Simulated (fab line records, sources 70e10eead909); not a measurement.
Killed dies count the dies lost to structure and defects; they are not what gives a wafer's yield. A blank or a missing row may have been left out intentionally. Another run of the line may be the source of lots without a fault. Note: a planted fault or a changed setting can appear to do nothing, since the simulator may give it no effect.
A sampling plan put to the test    flow nand_harc    one fab line, 39 faults that these records tell of, each judged on the records of the lots that it struck; 1 more is left out, because the records don't allow judging it
What counts as the plan is the set of the line's own looks, namely the steps on the route at which a gauge or an inspection reads a wafer and does not change it. A look can be judged if struck wafers have a number there and the file gives its usual mean and standard deviation on fault-free wafers. Caught: 4 or more of those standard deviations (sigma) separate the usual mean from the mean of the struck wafers at a look after the fault's first step. On the tool: the test repeated on the tool's own readings taken at the fault's steps. Caught also covers a different recipe on the struck wafers, or a record left blank for those wafers only.

THE FAULTS, as the simulator had put them in
1. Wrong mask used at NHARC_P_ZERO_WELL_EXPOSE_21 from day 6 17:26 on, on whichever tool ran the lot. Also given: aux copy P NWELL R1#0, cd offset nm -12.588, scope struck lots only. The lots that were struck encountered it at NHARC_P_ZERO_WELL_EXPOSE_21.
2. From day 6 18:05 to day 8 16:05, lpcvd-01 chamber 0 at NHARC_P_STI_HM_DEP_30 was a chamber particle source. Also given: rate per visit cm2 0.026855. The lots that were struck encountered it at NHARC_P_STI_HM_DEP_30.
3. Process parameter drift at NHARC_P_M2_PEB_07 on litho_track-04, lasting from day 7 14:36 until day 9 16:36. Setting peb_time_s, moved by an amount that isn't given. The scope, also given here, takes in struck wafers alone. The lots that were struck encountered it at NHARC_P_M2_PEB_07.
4. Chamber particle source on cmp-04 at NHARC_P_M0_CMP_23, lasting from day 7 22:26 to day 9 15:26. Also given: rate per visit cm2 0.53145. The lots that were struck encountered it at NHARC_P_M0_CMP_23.
5. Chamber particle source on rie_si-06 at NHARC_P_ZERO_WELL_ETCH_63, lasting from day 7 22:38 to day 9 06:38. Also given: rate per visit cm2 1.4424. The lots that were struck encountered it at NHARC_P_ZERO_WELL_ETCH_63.
6. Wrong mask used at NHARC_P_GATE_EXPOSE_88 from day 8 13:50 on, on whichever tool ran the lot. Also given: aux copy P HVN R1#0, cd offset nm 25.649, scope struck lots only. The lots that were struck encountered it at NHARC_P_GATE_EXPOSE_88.
7. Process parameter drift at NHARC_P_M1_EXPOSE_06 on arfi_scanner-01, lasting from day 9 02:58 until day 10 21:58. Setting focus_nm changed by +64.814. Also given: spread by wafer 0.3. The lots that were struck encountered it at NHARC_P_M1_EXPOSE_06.
8. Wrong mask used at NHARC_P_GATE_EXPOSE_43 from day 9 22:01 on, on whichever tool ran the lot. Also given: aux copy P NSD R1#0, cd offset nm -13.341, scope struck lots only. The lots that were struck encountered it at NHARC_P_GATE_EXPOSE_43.
9. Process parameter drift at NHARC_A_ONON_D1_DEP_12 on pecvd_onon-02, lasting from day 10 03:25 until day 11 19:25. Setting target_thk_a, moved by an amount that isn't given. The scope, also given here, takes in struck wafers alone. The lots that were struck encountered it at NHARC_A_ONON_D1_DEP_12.
10. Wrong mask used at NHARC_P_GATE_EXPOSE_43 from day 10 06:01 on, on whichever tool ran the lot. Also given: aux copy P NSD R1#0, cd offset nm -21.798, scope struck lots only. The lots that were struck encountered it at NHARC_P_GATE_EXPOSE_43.
11. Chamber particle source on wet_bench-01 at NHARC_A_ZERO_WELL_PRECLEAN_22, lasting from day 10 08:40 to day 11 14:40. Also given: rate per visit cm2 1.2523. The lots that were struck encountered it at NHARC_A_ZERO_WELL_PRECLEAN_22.
12. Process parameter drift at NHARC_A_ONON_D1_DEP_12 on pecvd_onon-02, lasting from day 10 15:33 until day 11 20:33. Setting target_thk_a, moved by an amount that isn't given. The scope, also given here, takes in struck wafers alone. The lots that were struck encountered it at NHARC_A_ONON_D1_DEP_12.
13. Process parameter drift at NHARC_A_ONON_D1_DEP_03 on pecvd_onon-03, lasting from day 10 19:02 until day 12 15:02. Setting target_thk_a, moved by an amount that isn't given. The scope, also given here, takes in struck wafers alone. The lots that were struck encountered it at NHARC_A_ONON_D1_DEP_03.
14. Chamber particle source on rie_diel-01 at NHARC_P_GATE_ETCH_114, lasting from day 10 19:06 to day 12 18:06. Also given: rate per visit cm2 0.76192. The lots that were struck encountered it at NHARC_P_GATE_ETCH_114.
15. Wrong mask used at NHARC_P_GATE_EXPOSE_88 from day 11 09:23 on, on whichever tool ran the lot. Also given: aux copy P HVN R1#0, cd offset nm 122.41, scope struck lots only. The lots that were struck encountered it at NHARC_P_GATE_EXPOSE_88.
16. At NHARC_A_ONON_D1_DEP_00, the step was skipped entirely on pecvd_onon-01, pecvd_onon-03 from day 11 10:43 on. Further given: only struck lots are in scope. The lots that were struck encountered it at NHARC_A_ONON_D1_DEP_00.
17. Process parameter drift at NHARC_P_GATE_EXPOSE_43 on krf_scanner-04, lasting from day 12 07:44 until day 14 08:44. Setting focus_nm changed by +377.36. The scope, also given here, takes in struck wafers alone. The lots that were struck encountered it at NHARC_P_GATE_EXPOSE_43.
18. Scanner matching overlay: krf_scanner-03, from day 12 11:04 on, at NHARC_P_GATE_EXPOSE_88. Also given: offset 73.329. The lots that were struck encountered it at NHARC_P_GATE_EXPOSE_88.
19. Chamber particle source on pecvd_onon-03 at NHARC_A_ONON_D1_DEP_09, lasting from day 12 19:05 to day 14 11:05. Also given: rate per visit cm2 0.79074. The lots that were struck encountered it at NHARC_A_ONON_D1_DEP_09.
20. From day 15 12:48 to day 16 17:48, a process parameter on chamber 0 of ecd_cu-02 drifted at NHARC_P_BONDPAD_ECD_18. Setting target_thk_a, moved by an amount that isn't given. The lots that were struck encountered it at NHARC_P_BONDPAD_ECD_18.
21. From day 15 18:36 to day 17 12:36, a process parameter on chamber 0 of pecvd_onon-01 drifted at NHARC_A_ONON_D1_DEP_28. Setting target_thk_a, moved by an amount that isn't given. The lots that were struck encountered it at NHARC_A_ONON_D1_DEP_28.
22. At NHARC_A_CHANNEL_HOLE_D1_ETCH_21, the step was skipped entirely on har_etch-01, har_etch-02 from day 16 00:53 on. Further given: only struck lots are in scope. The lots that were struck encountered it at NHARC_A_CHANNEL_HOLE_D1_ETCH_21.
23. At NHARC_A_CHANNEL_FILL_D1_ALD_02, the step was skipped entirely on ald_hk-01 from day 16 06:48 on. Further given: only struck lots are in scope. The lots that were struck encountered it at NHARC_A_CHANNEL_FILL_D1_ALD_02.
24. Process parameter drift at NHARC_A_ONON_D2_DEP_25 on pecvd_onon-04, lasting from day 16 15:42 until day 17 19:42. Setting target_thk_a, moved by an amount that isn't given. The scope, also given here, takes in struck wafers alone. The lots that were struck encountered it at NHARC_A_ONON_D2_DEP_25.
25. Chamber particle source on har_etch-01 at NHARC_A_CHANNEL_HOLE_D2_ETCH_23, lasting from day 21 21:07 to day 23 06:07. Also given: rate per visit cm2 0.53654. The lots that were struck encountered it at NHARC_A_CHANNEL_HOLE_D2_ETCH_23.
26. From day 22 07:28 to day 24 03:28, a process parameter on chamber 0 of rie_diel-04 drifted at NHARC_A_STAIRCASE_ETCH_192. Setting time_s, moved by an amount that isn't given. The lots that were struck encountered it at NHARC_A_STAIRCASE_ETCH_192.
27. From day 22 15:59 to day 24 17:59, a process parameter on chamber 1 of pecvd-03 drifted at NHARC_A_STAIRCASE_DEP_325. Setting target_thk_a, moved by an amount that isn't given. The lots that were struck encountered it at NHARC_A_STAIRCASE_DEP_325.
28. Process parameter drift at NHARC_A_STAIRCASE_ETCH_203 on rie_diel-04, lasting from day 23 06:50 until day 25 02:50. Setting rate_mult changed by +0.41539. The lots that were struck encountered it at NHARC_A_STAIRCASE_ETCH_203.
29. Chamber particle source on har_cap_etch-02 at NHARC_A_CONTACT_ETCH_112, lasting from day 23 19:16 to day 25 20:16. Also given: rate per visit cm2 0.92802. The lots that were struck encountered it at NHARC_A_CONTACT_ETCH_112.
30. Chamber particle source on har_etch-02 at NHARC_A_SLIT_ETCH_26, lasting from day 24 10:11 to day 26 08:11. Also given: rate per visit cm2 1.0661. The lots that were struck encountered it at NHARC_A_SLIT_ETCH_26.
31. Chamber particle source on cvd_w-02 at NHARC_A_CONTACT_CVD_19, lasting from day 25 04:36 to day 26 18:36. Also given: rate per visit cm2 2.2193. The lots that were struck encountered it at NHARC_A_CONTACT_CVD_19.
32. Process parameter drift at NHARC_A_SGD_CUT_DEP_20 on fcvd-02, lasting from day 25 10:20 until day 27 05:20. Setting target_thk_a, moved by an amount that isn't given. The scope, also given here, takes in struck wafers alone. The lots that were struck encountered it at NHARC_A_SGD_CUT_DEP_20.
33. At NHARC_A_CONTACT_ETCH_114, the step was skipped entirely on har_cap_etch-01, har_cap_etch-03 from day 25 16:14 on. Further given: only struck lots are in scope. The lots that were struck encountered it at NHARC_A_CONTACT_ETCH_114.
34. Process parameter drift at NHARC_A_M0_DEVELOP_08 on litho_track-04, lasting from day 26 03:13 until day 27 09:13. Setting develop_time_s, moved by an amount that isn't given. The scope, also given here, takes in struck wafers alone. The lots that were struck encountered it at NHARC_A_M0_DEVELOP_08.
35. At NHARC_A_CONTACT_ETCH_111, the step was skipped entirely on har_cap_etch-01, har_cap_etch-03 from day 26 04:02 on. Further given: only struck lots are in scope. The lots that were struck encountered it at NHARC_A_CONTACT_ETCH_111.
36. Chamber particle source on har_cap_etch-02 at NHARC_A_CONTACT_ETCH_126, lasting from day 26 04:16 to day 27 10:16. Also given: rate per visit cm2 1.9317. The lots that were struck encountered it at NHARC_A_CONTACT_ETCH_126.
37. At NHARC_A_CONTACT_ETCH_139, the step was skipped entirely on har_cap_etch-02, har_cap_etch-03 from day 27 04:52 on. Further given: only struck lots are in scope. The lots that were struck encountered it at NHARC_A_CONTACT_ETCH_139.
38. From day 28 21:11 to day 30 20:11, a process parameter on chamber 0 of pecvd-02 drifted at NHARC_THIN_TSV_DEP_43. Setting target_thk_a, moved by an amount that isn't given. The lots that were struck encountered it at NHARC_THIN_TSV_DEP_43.
39. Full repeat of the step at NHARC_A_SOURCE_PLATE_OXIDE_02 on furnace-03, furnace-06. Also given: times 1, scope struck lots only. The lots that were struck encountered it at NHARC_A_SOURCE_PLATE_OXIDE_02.

WHAT THE PLAN SAW
fault  on the tool itself                                first look that catches it                       reading, sigma                                                           median hours from its first step to that look  hours from the fault's start to the first struck lot there  judged looks passed uncaught
1      no reading that can be judged                     NHARC_P_ZERO_WELL_CD_MEAS_24                     cd_nm -5.8                                                               0.2                                            5                                                           0
2      no reading that can be judged                     NHARC_P_STI_INSPECT_11                           raw_defect_count +6.0                                                    4.2                                            45                                                          0
3      no reading that can be judged                     NHARC_P_M2_CD_MEAS_09                            cd_nm +20                                                                0.1                                            10                                                          0
4      under 2 sigma                                     NHARC_P_M1_INSPECT_11                            raw_defect_count +99 or beyond                                           2.0                                            6                                                           1
5      under 2 sigma                                     NHARC_P_ZERO_WELL_INSPECT_43                     raw_defect_count +99 or beyond                                           5.8                                            11                                                          0
6      no reading that can be judged                     NHARC_P_GATE_CD_MEAS_91                          cd_nm +7.7                                                               0.2                                            3                                                           0
7      exposure_dose_mJ_cm2 -9.8 sigma                   NHARC_P_M1_CD_MEAS_09                            cd_nm +5.9                                                               0.1                                            40                                                          0
8      no reading that can be judged                     NHARC_P_GATE_CD_MEAS_46                          cd_nm -4.6                                                               0.2                                            4                                                           0
9      under 2 sigma                                     NHARC_A_ONON_D1_THK_MEAS_14                      thk_nm -35                                                               0.5                                            9                                                           0
10     under 2 sigma                                     NHARC_P_GATE_CD_MEAS_46                          cd_nm -11                                                                0.2                                            4                                                           0
11     no reading that can be judged                     NHARC_A_ZERO_WELL_INSPECT_17                     raw_defect_count +99 or beyond                                           0.4                                            13                                                          0
12     under 2 sigma                                     NHARC_A_ONON_D1_THK_MEAS_14                      thk_nm -13                                                               0.5                                            4                                                           0
13     no reading that can be judged                     NHARC_A_ONON_D1_THK_MEAS_05                      thk_nm -39                                                               0.5                                            27                                                          0
14     under 2 sigma                                     NHARC_P_GATE_INSPECT_68                          raw_defect_count +6.4                                                    18.3                                           30                                                          0
15     no reading that can be judged                     NHARC_P_GATE_CD_MEAS_91                          cd_nm +39                                                                0.2                                            12                                                          0
16     the tool's record is blank for the struck wafers  NHARC_END_SORT_01                                killed_dies +32                                                          406.0                                          412                                                         0
17     under 2 sigma                                     NHARC_P_GATE_CD_MEAS_46                          cd_nm +10                                                                0.2                                            13                                                          0
18     under 2 sigma                                     not the one look that can be judged after it     -                                                                        -                                              -                                                           1
19     under 2 sigma                                     NHARC_END_SORT_01                                killed_at_array +4.3                                                     390.5                                          399                                                         0
20     no reading that can be judged                     NHARC_END_SORT_01                                killed_at_periphery +99 or beyond                                        422.8                                          422                                                         0
21     under 2 sigma                                     NHARC_A_ONON_D1_THK_MEAS_30                      thk_nm -38                                                               0.4                                            7                                                           0
22     the tool's record is blank for the struck wafers  NHARC_A_CHANNEL_HOLE_D1_CD_MEAS_30               cd_nm -55                                                                5.1                                            12                                                          0
23     the tool's record is blank for the struck wafers  NHARC_END_SORT_01                                killed_at_array +32                                                      382.6                                          383                                                         0
24     under 2 sigma                                     NHARC_A_ONON_D2_THK_MEAS_27                      thk_nm -21                                                               0.5                                            13                                                          0
25     under 2 sigma                                     none of the 3 looks that can be judged after it  strongest: raw_defect_count at NHARC_A_CHANNEL_HOLE_D2_INSPECT_40, +3.9  -                                              -                                                           3
26     run_length_s -38 sigma                            NHARC_END_SORT_01                                killed_dies +32                                                          197.0                                          209                                                         0
27     under 2 sigma                                     NHARC_END_SORT_01                                killed_dies +32                                                          152.8                                          155                                                         0
28     oes_product_au +16 sigma                          NHARC_END_SORT_01                                killed_at_array +32                                                      211.0                                          214                                                         0
29     no reading that can be judged                     not the one look that can be judged after it     strongest: killed_dies at NHARC_END_SORT_01, +3.5                        -                                              -                                                           1
30     under 2 sigma                                     NHARC_A_SIN_REMOVE_INSPECT_04                    raw_defect_count +7.8                                                    7.7                                            17                                                          0
31     under 2 sigma                                     NHARC_END_SORT_01                                killed_at_array +4.7                                                     46.4                                           45                                                          1
32     no reading that can be judged                     NHARC_A_SGD_CUT_THK_MEAS_22                      thk_nm -6.3                                                              4.4                                            17                                                          0
33     the tool's record is blank for the struck wafers  NHARC_END_SORT_01                                killed_dies +32                                                          77.5                                           74                                                          0
34     no reading that can be judged                     none of the 2 looks that can be judged after it  strongest: cd_nm at NHARC_A_M0_CD_MEAS_09, -3.1                          -                                              -                                                           2
35     the tool's record is blank for the struck wafers  NHARC_END_SORT_01                                killed_dies +32                                                          69.5                                           71                                                          0
36     no reading that can be judged                     not the one look that can be judged after it     strongest: killed_at_array at NHARC_END_SORT_01, +3.7                    -                                              -                                                           1
37     the tool's record is blank for the struck wafers  NHARC_END_SORT_01                                killed_dies +32                                                          47.8                                           46                                                          0
38     under 2 sigma                                     NHARC_END_SORT_01                                killed_at_other +99 or beyond                                            17.3                                           27                                                          2
39     under 2 sigma                                     NHARC_A_SOURCE_PLATE_THK_MEAS_09                 thk_nm +4.9                                                              8.6                                            -                                                           0
A dash: the fault isn't caught, or these records don't give the number.

Caught at a look: 34 of 39. Caught on the tool: 9 of 39. By one or the other: 34 of 39.
Caught at a look alone: faults 1, 2, 3, 4, 5, 6, 8, 9, 10, 11, 12, 13, 14, 15, 17, 19, 20, 21, 24, 27, 30, 31, 32, 38, 39.
Caught by neither: faults 18, 25, 29, 34, 36.

THINNER SAMPLING
Were the look that catches a fault to measure just every second or every third lot (counted by lot number), the first struck lot would, at worst, be measured this late:
fault  struck lots at that look, in order of time  every lot  every second lot  every third lot
1      L747                                        5 h        may miss it       may miss it
2      L519                                        45 h       may miss it       may miss it
3      L144, L145                                  10 h       18 h              may miss all 2
4      L330, L333                                  6 h        40 h              may miss all 2
5      L133, L135                                  11 h       may miss all 2    may miss all 2
6      L181                                        3 h        may miss it       may miss it
7      L295                                        40 h       may miss it       may miss it
8      L760                                        4 h        may miss it       may miss it
9      L169, L170, L171                            9 h        16 h              24 h
10     L192                                        4 h        may miss it       may miss it
11     L802, L803                                  13 h       16 h              may miss all 2
12     L317, L318                                  4 h        12 h              may miss all 2
13     L635, L637, L638                            27 h       44 h              may miss all 3
14     L817, L819                                  30 h       may miss all 2    may miss all 2
15     L527                                        12 h       may miss it       may miss it
16     L891, L890, L892                            412 h      416 h             424 h
17     L221                                        13 h       may miss it       may miss it
19     L253, L254                                  399 h      412 h             may miss all 2
20     L857, L858                                  422 h      439 h             may miss all 2
21     L195, L197                                  7 h        may miss all 2    may miss all 2
22     L555, L556                                  12 h       14 h              may miss all 2
23     L498, L497                                  383 h      395 h             may miss all 2
24     L957, L961                                  13 h       may miss all 2    may miss all 2
26     L424                                        209 h      may miss it       may miss it
27     L783, L784                                  155 h      158 h             may miss all 2
28     L278, L277                                  214 h      227 h             may miss all 2
30     L830, L832                                  17 h       may miss all 2    may miss all 2
31     L541, L542                                  45 h       46 h              may miss all 2
32     L498, L502                                  17 h       may miss all 2    may miss all 2
33     L199, L201                                  74 h       may miss all 2    may miss all 2
35     L114, L117                                  71 h       90 h              may miss all 2
37     L546, L548                                  46 h       may miss all 2    may miss all 2
38     L111, L114                                  27 h       49 h              may miss all 2
Hours count from the start of the fault until the first struck lot that is measured. Since the struck wafers were tested as one group against 4 sigma, a single lot by itself may lie under the limit. Other struck lots may not be in these records.

THE LONGEST TIMED WAY FROM STEP TO LOOK
Fault 20: a median of 422.8 hours passes between NHARC_P_BONDPAD_ECD_18 and NHARC_END_SORT_01. No look between them can be judged.
